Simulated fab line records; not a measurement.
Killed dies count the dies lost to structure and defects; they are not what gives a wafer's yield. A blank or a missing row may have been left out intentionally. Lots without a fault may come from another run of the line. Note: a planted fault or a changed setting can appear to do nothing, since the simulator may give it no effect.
Matching of chambers / flow n5-finfet / rie-diel-05 running N5_BEOL_M1_DESCUM_16: 4 sister chambers
The step chemistry O2, time 7 s. 18 wafers are shown with their chamber, then 9 later ones without.

WAFERS WITH THEIR CHAMBER
wafer=L075.2; chamber=3; showerhead-plenum-p-Torr (Torr)=1.97; drypump-motor-current-A (A)=5.1; throttle-valve-pct (%)=20.67
wafer=L075.5; chamber=3; showerhead-plenum-p-Torr (Torr)=1.97; drypump-motor-current-A (A)=5.1; throttle-valve-pct (%)=20.67
wafer=L075.6; chamber=0; showerhead-plenum-p-Torr (Torr)=2.21; drypump-motor-current-A (A)=6.8; throttle-valve-pct (%)=20.23
wafer=L078.3; chamber=2; showerhead-plenum-p-Torr (Torr)=2.05; drypump-motor-current-A (A)=5.0; throttle-valve-pct (%)=20.56
wafer=L078.4; chamber=3; showerhead-plenum-p-Torr (Torr)=1.97; drypump-motor-current-A (A)=5.1; throttle-valve-pct (%)=20.69
wafer=L078.5; chamber=2; showerhead-plenum-p-Torr (Torr)=2.05; drypump-motor-current-A (A)=5.0; throttle-valve-pct (%)=20.56
wafer=L079.1; chamber=2; showerhead-plenum-p-Torr (Torr)=2.05; drypump-motor-current-A (A)=5.0; throttle-valve-pct (%)=20.53
wafer=L079.3; chamber=3; showerhead-plenum-p-Torr (Torr)=1.97; drypump-motor-current-A (A)=5.2; throttle-valve-pct (%)=20.67
wafer=L079.4; chamber=1; showerhead-plenum-p-Torr (Torr)=1.99; drypump-motor-current-A (A)=5.4; throttle-valve-pct (%)=20.25
wafer=L081.1; chamber=0; showerhead-plenum-p-Torr (Torr)=2.21; drypump-motor-current-A (A)=6.8; throttle-valve-pct (%)=20.25
wafer=L081.3; chamber=2; showerhead-plenum-p-Torr (Torr)=2.05; drypump-motor-current-A (A)=5.1; throttle-valve-pct (%)=20.57
wafer=L081.4; chamber=3; showerhead-plenum-p-Torr (Torr)=1.97; drypump-motor-current-A (A)=5.1; throttle-valve-pct (%)=20.68
wafer=L082.2; chamber=3; showerhead-plenum-p-Torr (Torr)=1.97; drypump-motor-current-A (A)=5.1; throttle-valve-pct (%)=20.69
wafer=L082.4; chamber=2; showerhead-plenum-p-Torr (Torr)=2.05; drypump-motor-current-A (A)=5.0; throttle-valve-pct (%)=20.57
wafer=L082.5; chamber=0; showerhead-plenum-p-Torr (Torr)=2.20; drypump-motor-current-A (A)=6.8; throttle-valve-pct (%)=20.24
wafer=L083.1; chamber=2; showerhead-plenum-p-Torr (Torr)=2.05; drypump-motor-current-A (A)=5.0; throttle-valve-pct (%)=20.57
wafer=L083.4; chamber=1; showerhead-plenum-p-Torr (Torr)=1.99; drypump-motor-current-A (A)=5.4; throttle-valve-pct (%)=20.27
wafer=L083.5; chamber=0; showerhead-plenum-p-Torr (Torr)=2.20; drypump-motor-current-A (A)=6.8; throttle-valve-pct (%)=20.26

SIGNATURES, as means of the wafers listed above
reading=showerhead-plenum-p-Torr; chamber 0=2.2050; chamber 1=1.9900; chamber 2=2.0500; chamber 3=1.9700; scatter within a chamber=0.00267
reading=drypump-motor-current-A; chamber 0=6.800; chamber 1=5.400; chamber 2=5.017; chamber 3=5.117; scatter within a chamber=0.0345
reading=throttle-valve-pct; chamber 0=20.2450; chamber 1=20.2600; chamber 2=20.5600; chamber 3=20.6783; scatter within a chamber=0.013
Rule: a wafer lies at a distance from a chamber equal to the root of the sum of squares, over the readings, of (its reading less the chamber's mean, divided by the reading's scatter). The wafer belongs to the nearest chamber; if the next one is less than 2 further off, it can't be placed. The scatter is the square root of a quotient: the sum, over the shown wafers, of each reading's squared deviation from its chamber's mean, divided by wafers minus chambers.

WAFERS WITH NO CHAMBER GIVEN
wafer=L088.1; showerhead-plenum-p-Torr (Torr)=1.99; drypump-motor-current-A (A)=5.4; throttle-valve-pct (%)=20.29
wafer=L088.2; showerhead-plenum-p-Torr (Torr)=2.20; drypump-motor-current-A (A)=6.8; throttle-valve-pct (%)=20.27
wafer=L088.5; showerhead-plenum-p-Torr (Torr)=2.20; drypump-motor-current-A (A)=6.8; throttle-valve-pct (%)=20.26
wafer=L089.1; showerhead-plenum-p-Torr (Torr)=1.99; drypump-motor-current-A (A)=5.4; throttle-valve-pct (%)=20.28
wafer=L089.4; showerhead-plenum-p-Torr (Torr)=2.20; drypump-motor-current-A (A)=6.8; throttle-valve-pct (%)=20.28
wafer=L089.5; showerhead-plenum-p-Torr (Torr)=2.20; drypump-motor-current-A (A)=6.8; throttle-valve-pct (%)=20.27
wafer=L093.3; showerhead-plenum-p-Torr (Torr)=2.19; drypump-motor-current-A (A)=6.8; throttle-valve-pct (%)=20.30
wafer=L093.5; showerhead-plenum-p-Torr (Torr)=2.23; drypump-motor-current-A (A)=5.1; throttle-valve-pct (%)=20.30
wafer=L093.6; showerhead-plenum-p-Torr (Torr)=2.19; drypump-motor-current-A (A)=6.8; throttle-valve-pct (%)=20.29

CHAMBER TAKEN BY EACH
wafer=L088.1; from the rows above=1; in truth=1
wafer=L088.2; from the rows above=0; in truth=0
wafer=L088.5; from the rows above=0; in truth=0
wafer=L089.1; from the rows above=1; in truth=1
wafer=L089.4; from the rows above=0; in truth=0
wafer=L089.5; from the rows above=0; in truth=0
wafer=L093.3; from the rows above=0; in truth=0
wafer=L093.5; from the rows above=0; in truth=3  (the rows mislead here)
wafer=L093.6; from the rows above=0; in truth=0
8 of 9 placed correctly. Number that these rows cannot place: 0. Number placed wrongly: 1.
